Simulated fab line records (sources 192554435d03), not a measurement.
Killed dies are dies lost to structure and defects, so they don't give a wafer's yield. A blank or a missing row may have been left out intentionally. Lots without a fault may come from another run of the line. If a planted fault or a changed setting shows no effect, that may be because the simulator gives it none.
fab line records | flow n5_finfet
record lots=7 | wafers=39
route steps=1938 shown BEOL_M10@1470 BEOL_M12@1616
start_h: hours from the record's opening day to when the first of the lot's shown wafers began | wait_h: how many hours have passed since the lot's step before this one | " identical to the entry in the row above | L1.1+2: one row covering several wafers at once | - either no value or no given start | * or withheld: withheld | < > ~ a bound
route shown NAME@n: a module of which the file shows steps, and the number in the route of the first | usual: mean/standard deviation of fault-free wafers | same: alike in all rows | chamber/n: place in a boat | sites: the reading at each site | _std_site: their standard deviation | _edge_site: inner sites' mean taken away from outer sites' mean | radius_mm: how far each site lies from the wafer's centre | mask NAME#n: copy n | behind: the most recent tool/chamber to have shaped the wafer | hold: reason for holding the lot/hours on hold/outcome of the hold | device: the transistor (n, p or np) that didn't switch | end of line: tests of these same wafers at the route's end | where a step has no rows: the recipe by itself | killed: count of dies lost to structure and defects at first sort (not the wafer's yield) | map: per-die view of a wafer (x killed, . not killed, _ where there is no die)
set.NAME: the run value of the setting; set.NAME@STEP: its run value at that earlier step | model.NAME: the simulator's own value behind a step, which no gauge read
lots run with intentionally changed settings; tables by step, rows by wafer
## steps
# step N5_BEOL_M10_ILD_DEP_00
# recipe material=SiCOH_lowk | target_thk_a=3085.1 | temp_c=300 | precursor=DEMS/porogen | pressure_torr=5 | rf_w=500 | time_s=58
lot.wafer | tool     | chamber | start_h | wait_h | set.target_thk_a | model.SiCOH_lowk_of_BEOL_M10_ILD_DEP_00.thk_nm
L075.1    | pecvd-02 | 0       | 217.19  | 0.0    | 3085.1           | 306
L075.2    | "        | 1       | "       | "      | 3085.1           | 307.8
L075.4    | "        | 1       | "       | "      | 3085.1           | 310.6
L080.1    | pecvd-01 | 2       | 254.94  | 0.1    | 3085.1           | 307.6
L080.2    | "        | 0       | "       | "      | 3085.1           | 306
L080.3    | "        | 1       | "       | "      | 3085.1           | 307.2
L080.4    | "        | 1       | "       | "      | 3085.1           | 311.8
L080.5    | "        | 2       | "       | "      | 3085.1           | 315
L080.6    | "        | 0       | "       | "      | 3085.1           | 312
L087.1+2  | pecvd-01 | 0,1     | 292.31  | 0.0    | 3085.1           | 304.8
L087.3    | "        | 2       | "       | "      | 3085.1           | 307
L087.4    | "        | 2       | "       | "      | 3085.1           | 313
L087.5    | "        | 1       | "       | "      | 3085.1           | 310.2
L087.6    | "        | 0       | "       | "      | 3085.1           | 309.8
L090.1    | pecvd-02 | 0       | 311.08  | 0.0    | 3085.1           | 313
L090.2    | "        | 2       | "       | "      | 4147             | 416
L090.3    | "        | 1       | "       | "      | 3085.1           | 310.2
L090.4    | "        | 2       | "       | "      | 4147             | 421.6
L090.5    | "        | 1       | "       | "      | 4147             | 423.8
L090.6    | "        | 0       | "       | "      | 3085.1           | 318.6
L088.1+2  | pecvd-02 | 2,0     | 314.45  | 0.0    | 3085.1           | 308.2
L088.3    | "        | 1       | "       | "      | 3085.1           | 308.6
L088.4    | "        | 0       | "       | "      | 3085.1           | 311.8
L088.5    | "        | 1       | "       | "      | 3085.1           | 313.4
L088.6    | "        | 2       | "       | "      | 3085.1           | 314
L089.1    | pecvd-01 | 2       | 325.35  | 0.0    | 3085.1           | 303.8
L089.2    | "        | 0       | "       | "      | 3922             | 384.6
L089.3    | "        | 1       | "       | "      | 3922             | 388
L089.4    | "        | 2       | "       | "      | 3085.1           | 313.8
L089.5    | "        | 0       | "       | "      | 3922             | 394
L089.6    | "        | 1       | "       | "      | 3085.1           | 308.6
L093.1    | pecvd-01 | 0       | 333.71  | 0.0    | 3085.1           | 305.8
L093.2    | "        | 1       | "       | "      | 3085.1           | 312.6
L093.3    | "        | 2       | "       | "      | 3085.1           | 313.4
L093.4    | "        | 2       | "       | "      | 3085.1           | 316.4
L093.5    | "        | 0       | "       | "      | 3085.1           | 312.4
L093.6    | "        | 1       | "       | "      | 3085.1           | 315.2
# step N5_BEOL_M10_CURE_71
# recipe temp_c=385 | time_s=240 | ambient=He/Ar | material=SiCOH_lowk
lot.wafer | tool       | chamber | start_h | wait_h | set.target_thk_a@BEOL_M10_ILD_DEP_00 | model.SiCOH_lowk_of_BEOL_M10_ILD_DEP_00.thk_nm
L075.1    | uv_cure-02 | 1       | 217.30  | 0.1    | 3085.1                               | 265.8
L075.2    | "          | 1       | "       | "      | 3085.1                               | 267.4
L075.4    | "          | 1       | "       | "      | 3085.1                               | 269.8
L080.1    | uv_cure-01 | 2       | 255.02  | 0.0    | 3085.1                               | 267.2
L080.2    | "          | 2       | "       | "      | 3085.1                               | 265.8
L080.3    | "          | 2       | "       | "      | 3085.1                               | 267
L080.4+6  | "          | 2       | "       | "      | 3085.1                               | 271
L080.5    | "          | 2       | "       | "      | 3085.1                               | 273.8
L087.1+2  | uv_cure-02 | 0       | 292.39  | 0.0    | 3085.1                               | 264.8
L087.3    | "          | 0       | "       | "      | 3085.1                               | 266.8
L087.4    | "          | 0       | "       | "      | 3085.1                               | 272
L087.5    | "          | 0       | "       | "      | 3085.1                               | 269.4
L087.6    | "          | 0       | "       | "      | 3085.1                               | 269.2
L090.1    | uv_cure-03 | 1       | 311.16  | 0.0    | 3085.1                               | 272
L090.2    | "          | 1       | "       | "      | 4147                                 | 363.4
L090.3    | "          | 1       | "       | "      | 3085.1                               | 269.6
L090.4    | "          | 1       | "       | "      | 4147                                 | 368.4
L090.5    | "          | 1       | "       | "      | 4147                                 | 370.4
L090.6    | "          | 1       | "       | "      | 3085.1                               | 277
L088.1    | uv_cure-01 | 1       | 314.53  | 0.0    | 3085.1                               | 267.8
L088.2    | "          | 1       | "       | "      | 3085.1                               | 267.6
L088.3    | "          | 1       | "       | "      | 3085.1                               | 268
L088.4    | "          | 1       | "       | "      | 3085.1                               | 270.8
L088.5    | "          | 1       | "       | "      | 3085.1                               | 272.4
L088.6    | "          | 1       | "       | "      | 3085.1                               | 272.8
L089.1    | uv_cure-03 | 1       | 325.43  | 0.0    | 3085.1                               | 263.8
L089.2    | "          | 1       | "       | "      | 3922                                 | 335.6
L089.3    | "          | 1       | "       | "      | 3922                                 | 338.6
L089.4    | "          | 1       | "       | "      | 3085.1                               | 272.8
L089.5    | "          | 1       | "       | "      | 3922                                 | 344
L089.6    | "          | 1       | "       | "      | 3085.1                               | 268.2
L093.1    | uv_cure-02 | 2       | 333.79  | 0.0    | 3085.1                               | 265.6
L093.2+5  | "          | 2       | "       | "      | 3085.1                               | 271.6
L093.3    | "          | 2       | "       | "      | 3085.1                               | 272.4
L093.4    | "          | 2       | "       | "      | 3085.1                               | 275
L093.6    | "          | 2       | "       | "      | 3085.1                               | 274
# step N5_BEOL_M10_THK_MEAS_01
# recipe reads=SiCOH_lowk_of_BEOL_M10_ILD_DEP_00
# usual M10_ILD_THK=269/3.4
lot.wafer | tool          | chamber | start_h | wait_h | set.target_thk_a@BEOL_M10_ILD_DEP_00 | M10_ILD_THK[nm]
L075.1    | film_metro-01 | -       | 218.29  | 0.8    | 3085.1                               | 265
L075.2    | "             | -       | "       | "      | 3085.1                               | 268
L075.4    | "             | -       | "       | "      | 3085.1                               | 270
L080.1    | film_metro-01 | -       | 255.53  | 0.4    | 3085.1                               | 267
L080.2    | "             | -       | "       | "      | 3085.1                               | 266
L080.3    | "             | -       | "       | "      | 3085.1                               | 267
L080.4    | "             | -       | "       | "      | 3085.1                               | 271
L080.5    | "             | -       | "       | "      | 3085.1                               | 274
L080.6    | "             | -       | "       | "      | 3085.1                               | 271
L087.1    | film_metro-02 | -       | 292.90  | 0.4    | 3085.1                               | 264
L087.2    | "             | -       | "       | "      | 3085.1                               | 264
L087.3    | "             | -       | "       | "      | 3085.1                               | 267
L087.4    | "             | -       | "       | "      | 3085.1                               | 272
L087.5    | "             | -       | "       | "      | 3085.1                               | 269
L087.6    | "             | -       | "       | "      | 3085.1                               | 269
L090.1    | film_metro-01 | -       | 311.67  | 0.4    | 3085.1                               | 272
L090.2    | "             | -       | "       | "      | 4147                                 | 363
L090.3    | "             | -       | "       | "      | 3085.1                               | 269
L090.4    | "             | -       | "       | "      | 4147                                 | 368
L090.5    | "             | -       | "       | "      | 4147                                 | 370
L090.6    | "             | -       | "       | "      | 3085.1                               | 277
L088.1    | film_metro-02 | -       | 315.05  | 0.4    | 3085.1                               | 268
L088.2    | "             | -       | "       | "      | 3085.1                               | 268
L088.3    | "             | -       | "       | "      | 3085.1                               | 268
L088.4    | "             | -       | "       | "      | 3085.1                               | 271
L088.5    | "             | -       | "       | "      | 3085.1                               | 272
L088.6    | "             | -       | "       | "      | 3085.1                               | 272
L089.1    | film_metro-01 | -       | 325.94  | 0.4    | 3085.1                               | 264
L089.2    | "             | -       | "       | "      | 3922                                 | 335
L089.3    | "             | -       | "       | "      | 3922                                 | 339
L089.4    | "             | -       | "       | "      | 3085.1                               | 273
L089.5    | "             | -       | "       | "      | 3922                                 | 344
L089.6    | "             | -       | "       | "      | 3085.1                               | 268
L093.1    | film_metro-02 | -       | 334.30  | 0.4    | 3085.1                               | 266
L093.2    | "             | -       | "       | "      | 3085.1                               | 272
L093.3    | "             | -       | "       | "      | 3085.1                               | 273
L093.4    | "             | -       | "       | "      | 3085.1                               | 275
L093.5    | "             | -       | "       | "      | 3085.1                               | 271
L093.6    | "             | -       | "       | "      | 3085.1                               | 274
# step N5_BEOL_M12_ETCH_59
# recipe chemistry=N2/H2 | target=BARC | target_depth_a=890 | overetch_a=267 | time_s=67.9 | ion_energy_ev=200 | pressure_mtorr=30 | source_w=840 | bias_w=150 | n2_flow_sccm=200 | h2_flow_sccm=200
lot.wafer | tool        | chamber | start_h | wait_h | set.target_depth_a | model.coat_of_BEOL_M12_COAT_04.thk_nm
L075.1    | rie_diel-02 | 0       | 239.48  | 0.0    | 890                | 316.8
L075.2    | "           | 2       | "       | "      | 890                | 320.6
L075.4    | "           | 1       | "       | "      | 890                | 318.8
L080.1    | rie_diel-01 | 3       | 268.58  | 0.0    | 1235               | 299.2
L080.2    | "           | 1       | "       | "      | 890                | 314.6
L080.3    | "           | 0       | "       | "      | 890                | 318.2
L080.4    | "           | 2       | "       | "      | 1235               | 296.2
L080.5    | "           | 1       | "       | "      | 1235               | 295.2
L080.6    | "           | 2       | "       | "      | 890                | 314
L087.1    | rie_diel-02 | 1       | 311.90  | 0.0    | 713.8              | 325.8
L087.2    | "           | 2       | "       | "      | 890                | 317.6
L087.3+5  | "           | 3,1     | "       | "      | 713.8              | 325.2
L087.4    | "           | 0       | "       | "      | 890                | 315
L087.6    | "           | 2       | "       | "      | 890                | 318.2
L090.1    | rie_diel-02 | 2       | 328.23  | 0.0    | 890                | 318.8
L090.2    | "           | 1       | "       | "      | 1095               | 308
L090.3    | "           | 3       | "       | "      | 1095               | 306
L090.4    | "           | 0       | "       | "      | 890                | 317
L090.5    | "           | 2       | "       | "      | 1095               | 309.8
L090.6    | "           | 3       | "       | "      | 890                | 316
L088.1    | rie_diel-05 | 3       | 331.43  | 0.0    | 1273               | 296.8
L088.2+3  | "           | 2,0     | "       | "      | 890                | 319.2
L088.4    | "           | 1       | "       | "      | 890                | 316.2
L088.5    | "           | 0       | "       | "      | 1273               | 298.2
L088.6    | "           | 3       | "       | "      | 1273               | 299.6
L089.1    | rie_diel-05 | 3       | 343.15  | 0.0    | 601.4              | 333.6
L089.2    | "           | 2       | "       | "      | 890                | 316.8
L089.3    | "           | 0       | "       | "      | 890                | 315.8
L089.4    | "           | 1       | "       | "      | 890                | 315.4
L089.5+6  | "           | 0,3     | "       | "      | 601.4              | 331.8
L093.1    | rie_diel-02 | 3       | 351.48  | 0.0    | 1306               | 294
L093.2    | "           | 0       | "       | "      | 890                | 316.6
L093.3    | "           | 2       | "       | "      | 1306               | 297.2
L093.4    | "           | 1       | "       | "      | 1306               | 295.2
L093.5    | "           | 0       | "       | "      | 890                | 317.2
L093.6    | "           | 1       | "       | "      | 890                | 316.4
# step N5_BEOL_M12_VIA_ETCH_16
# recipe chemistry=C4F8/O2/Ar | target=SiOC | pressure_mtorr=30 | source_w=3000 | bias_w=700 | Ar_flow_sccm=400 | C4F8_flow_sccm=15 | O2_flow_sccm=8 | he_inner_torr=15 | he_outer_torr=30 | target_depth_a=7248 | time_s=withheld | ion_energy_ev=250 | ends=cleared
lot.wafer | tool        | chamber | start_h | wait_h | set.target_depth_a@BEOL_M12_ETCH_59 | model.coat_of_BEOL_M12_COAT_04.thk_nm
L075.1    | rie_diel-02 | 0       | 239.53  | 0.0    | 890                                 | 124.2
L075.2    | "           | 2       | "       | "      | 890                                 | 129.4
L075.4    | "           | 1       | "       | "      | 890                                 | 129
L080.1    | rie_diel-01 | 3       | 268.63  | 0.0    | 1235                                | 106
L080.2    | "           | 1       | "       | "      | 890                                 | 124.4
L080.3    | "           | 0       | "       | "      | 890                                 | 123.2
L080.4    | "           | 2       | "       | "      | 1235                                | 102.2
L080.5    | "           | 1       | "       | "      | 1235                                | 98.6
L080.6    | "           | 2       | "       | "      | 890                                 | 117.6
L087.1    | rie_diel-02 | 1       | 311.95  | 0.0    | 713.8                               | 134.6
L087.2    | "           | 2       | "       | "      | 890                                 | 124.6
L087.3    | "           | 3       | "       | "      | 713.8                               | 135.4
L087.4    | "           | 0       | "       | "      | 890                                 | 121.2
L087.5    | "           | 1       | "       | "      | 713.8                               | 129.2
L087.6    | "           | 2       | "       | "      | 890                                 | 123
L090.1    | rie_diel-02 | 2       | 328.28  | 0.0    | 890                                 | 126
L090.2    | "           | 1       | "       | "      | 1095                                | 114.2
L090.3    | "           | 3       | "       | "      | 1095                                | 113.6
L090.4    | "           | 0       | "       | "      | 890                                 | 121.2
L090.5    | "           | 2       | "       | "      | 1095                                | 114.6
L090.6    | "           | 3       | "       | "      | 890                                 | 118.2
L088.1    | rie_diel-05 | 3       | 331.48  | 0.0    | 1273                                | 106.8
L088.2    | "           | 2       | "       | "      | 890                                 | 131.6
L088.3    | "           | 0       | "       | "      | 890                                 | 129
L088.4    | "           | 1       | "       | "      | 890                                 | 120.6
L088.5    | "           | 0       | "       | "      | 1273                                | 107
L088.6    | "           | 3       | "       | "      | 1273                                | 107.4
L089.1    | rie_diel-05 | 3       | 343.20  | 0.0    | 601.4                               | 141.8
L089.2    | "           | 2       | "       | "      | 890                                 | 125.6
L089.3    | "           | 0       | "       | "      | 890                                 | 125.4
L089.4    | "           | 1       | "       | "      | 890                                 | 121.2
L089.5    | "           | 0       | "       | "      | 601.4                               | 137
L089.6    | "           | 3       | "       | "      | 601.4                               | 136
L093.1    | rie_diel-02 | 3       | 351.53  | 0.0    | 1306                                | 101.6
L093.2    | "           | 0       | "       | "      | 890                                 | 124.2
L093.3    | "           | 2       | "       | "      | 1306                                | 106.2
L093.4    | "           | 1       | "       | "      | 1306                                | 100.6
L093.5    | "           | 0       | "       | "      | 890                                 | 123.4
L093.6    | "           | 1       | "       | "      | 890                                 | 125.2
# step N5_BEOL_M12_STRIP_63
# recipe chemistry=N2/H2 | power_w=1000 | temp_c=250 | h2_frac=0.65 | overash_fraction=0.3 | pressure_mtorr=1000 | n2_flow_sccm=1750 | h2_flow_sccm=3250
# usual strip_time_to_endpoint_s=42.8/0.86
lot.wafer | tool            | chamber | start_h | wait_h | set.target_depth_a@BEOL_M12_ETCH_59 | strip_time_to_endpoint_s
L075.1    | plasma_asher-02 | 1       | 239.73  | -      | 890                                 | 42.8
L075.2    | "               | 0       | "       | "      | 890                                 | 44.2
L075.4    | "               | 1       | "       | "      | 890                                 | 44.1
L080.1    | plasma_asher-02 | 0       | 268.83  | -      | 1235                                | 37.8
L080.2    | "               | 1       | "       | "      | 890                                 | 42.9
L080.3    | "               | 0       | "       | "      | 890                                 | 42.5
L080.4    | "               | 1       | "       | "      | 1235                                | 36.8
L080.5    | "               | 1       | "       | "      | 1235                                | 35.8
L080.6    | "               | 0       | "       | "      | 890                                 | 41.0
L087.1    | plasma_asher-01 | 0       | 312.15  | -      | 713.8                               | 45.6
L087.2    | "               | 1       | "       | "      | 890                                 | 43.0
L087.3    | "               | 0       | "       | "      | 713.8                               | 45.8
L087.4    | "               | 1       | "       | "      | 890                                 | 42.0
L087.5    | "               | 1       | "       | "      | 713.8                               | 44.1
L087.6    | "               | 0       | "       | "      | 890                                 | 42.5
L090.1    | plasma_asher-01 | 0       | 328.48  | -      | 890                                 | 43.3
L090.2    | "               | 1       | "       | "      | 1095                                | 40.1
L090.3    | "               | 0       | "       | "      | 1095                                | 39.9
L090.4    | "               | 1       | "       | "      | 890                                 | 42.0
L090.5    | "               | 1       | "       | "      | 1095                                | 40.2
L090.6    | "               | 0       | "       | "      | 890                                 | 41.2
L088.1    | plasma_asher-01 | 1       | 331.77  | -      | 1273                                | 38.1
L088.2    | "               | 0       | "       | "      | 890                                 | 44.8
L088.3    | "               | 0       | "       | "      | 890                                 | 44.1
L088.4    | "               | 1       | "       | "      | 890                                 | 41.9
L088.5    | "               | 1       | "       | "      | 1273                                | 38.1
L088.6    | "               | 0       | "       | "      | 1273                                | 38.2
L089.1    | plasma_asher-01 | 1       | 343.40  | -      | 601.4                               | 47.5
L089.2    | "               | 0       | "       | "      | 890                                 | 43.2
L089.3    | "               | 1       | "       | "      | 890                                 | 43.2
L089.4    | "               | 0       | "       | "      | 890                                 | 42.0
L089.5    | "               | 1       | "       | "      | 601.4                               | 46.2
L089.6    | "               | 0       | "       | "      | 601.4                               | 45.9
L093.1    | plasma_asher-02 | 0       | 351.73  | -      | 1306                                | 36.6
L093.2    | "               | 1       | "       | "      | 890                                 | 42.8
L093.3    | "               | 1       | "       | "      | 1306                                | 37.9
L093.4    | "               | 0       | "       | "      | 1306                                | 36.4
L093.5    | "               | 1       | "       | "      | 890                                 | 42.6
L093.6    | "               | 0       | "       | "      | 890                                 | 43.1
# step N5_BEOL_M12_STRIP_64
# recipe chemistry=N2/H2 | power_w=1000 | temp_c=250 | h2_frac=0.65 | overash_fraction=0.3 | pressure_mtorr=withheld | n2_flow_sccm=1750 | h2_flow_sccm=3250
# step N5_BEOL_M12_STRIP_71
# recipe chemistry=post_etch_residue_remover | time_s=60 | temp_c=25 | remover_ph=withheld | remover_water_wt_pct=withheld | remover_fluoride_wt_pct=withheld
# step N5_BEOL_M12_SRD_72
# recipe time_s=30 | temp_c=23 | rinse_liquid=diw | dry=n2_spin | spin_rpm=1500 | dry_time_s=30
# step N5_BEOL_M12_CD_MEAS_17
# recipe target_cd_nm=140 | polarity=opening
# usual cd_nm=140.2/1.4
lot.wafer | tool      | chamber | start_h | wait_h | set.target_depth_a@BEOL_M12_ETCH_59 | cd_nm
L075.1    | cd_sem-01 | -       | 239.97  | 0.0    | 890                                 | 138.8
L075.2    | "         | -       | "       | "      | 890                                 | 137.5
L075.4    | "         | -       | "       | "      | 890                                 | 137.6
L080.1    | cd_sem-03 | -       | 269.04  | 0.0    | 1235                                | 144.4
L080.2    | "         | -       | "       | "      | 890                                 | 141.3
L080.3    | "         | -       | "       | "      | 890                                 | 140.6
L080.4    | "         | -       | "       | "      | 1235                                | 146.2
L080.5    | "         | -       | "       | "      | 1235                                | 145.7
L080.6    | "         | -       | "       | "      | 890                                 | 142.0
L087.1    | cd_sem-02 | -       | 312.36  | 0.0    | 713.8                               | 137.1
L087.2    | "         | -       | "       | "      | 890                                 | 141.5
L087.3    | "         | -       | "       | "      | 713.8                               | 139.9
L087.4    | "         | -       | "       | "      | 890                                 | -
L087.5    | "         | -       | "       | "      | 713.8                               | -
L087.6    | "         | -       | "       | "      | 890                                 | -
L090.1    | cd_sem-02 | -       | 328.69  | 0.0    | 890                                 | 139.5
L090.2    | "         | -       | "       | "      | 1095                                | 142.6
L090.3    | "         | -       | "       | "      | 1095                                | 142.5
L090.4    | "         | -       | "       | "      | 890                                 | 140.2
L090.5    | "         | -       | "       | "      | 1095                                | 141.1
L090.6    | "         | -       | "       | "      | 890                                 | 140.2
L088.1    | cd_sem-03 | -       | 331.97  | 0.0    | 1273                                | 145.0
L088.2    | "         | -       | "       | "      | 890                                 | 139.6
L088.3    | "         | -       | "       | "      | 890                                 | 143.1
L088.4    | "         | -       | "       | "      | 890                                 | 138.7
L088.5    | "         | -       | "       | "      | 1273                                | 143.7
L088.6    | "         | -       | "       | "      | 1273                                | 143.8
L089.1    | cd_sem-01 | -       | 343.61  | 0.0    | 601.4                               | 137.8
L089.2    | "         | -       | "       | "      | 890                                 | 140.4
L089.3    | "         | -       | "       | "      | 890                                 | -
L089.4    | "         | -       | "       | "      | 890                                 | 139.1
L089.5    | "         | -       | "       | "      | 601.4                               | -
L089.6    | "         | -       | "       | "      | 601.4                               | -
L093.1    | cd_sem-02 | -       | 351.94  | 0.0    | 1306                                | 145.8
L093.2    | "         | -       | "       | "      | 890                                 | 142.3
L093.3    | "         | -       | "       | "      | 1306                                | 144.4
L093.4    | "         | -       | "       | "      | 1306                                | 143.8
L093.5    | "         | -       | "       | "      | 890                                 | 140.1
L093.6    | "         | -       | "       | "      | 890                                 | 140.1
## key
split step=N5_BEOL_M10_ILD_DEP_00 | setting=target_thk_a | stated=3085.1 | by=wafer
response step=N5_BEOL_M10_ILD_DEP_00 | reading=model.SiCOH_lowk_of_BEOL_M10_ILD_DEP_00.thk_nm | change=+3.04 | per=1% | r=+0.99
response step=N5_BEOL_M10_CURE_71 | reading=model.SiCOH_lowk_of_BEOL_M10_ILD_DEP_00.thk_nm | change=+2.7 | per=1% | r=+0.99
response step=N5_BEOL_M10_THK_MEAS_01 | reading=M10_ILD_THK | change=+2.7 | per=1% | r=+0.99
split step=N5_BEOL_M12_ETCH_59 | setting=target_depth_a | stated=890 | by=wafer
response step=N5_BEOL_M12_ETCH_59 | reading=model.coat_of_BEOL_M12_COAT_04.thk_nm | change=-0.465 | per=1% | r=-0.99
response step=N5_BEOL_M12_VIA_ETCH_16 | reading=model.coat_of_BEOL_M12_COAT_04.thk_nm | change=-0.46 | per=1% | r=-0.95
response step=N5_BEOL_M12_STRIP_63 | reading=strip_time_to_endpoint_s | change=* | per=1% | r=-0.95
response step=N5_BEOL_M12_CD_MEAS_17 | reading=cd_nm | change=+0.0895 | per=1% | r=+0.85
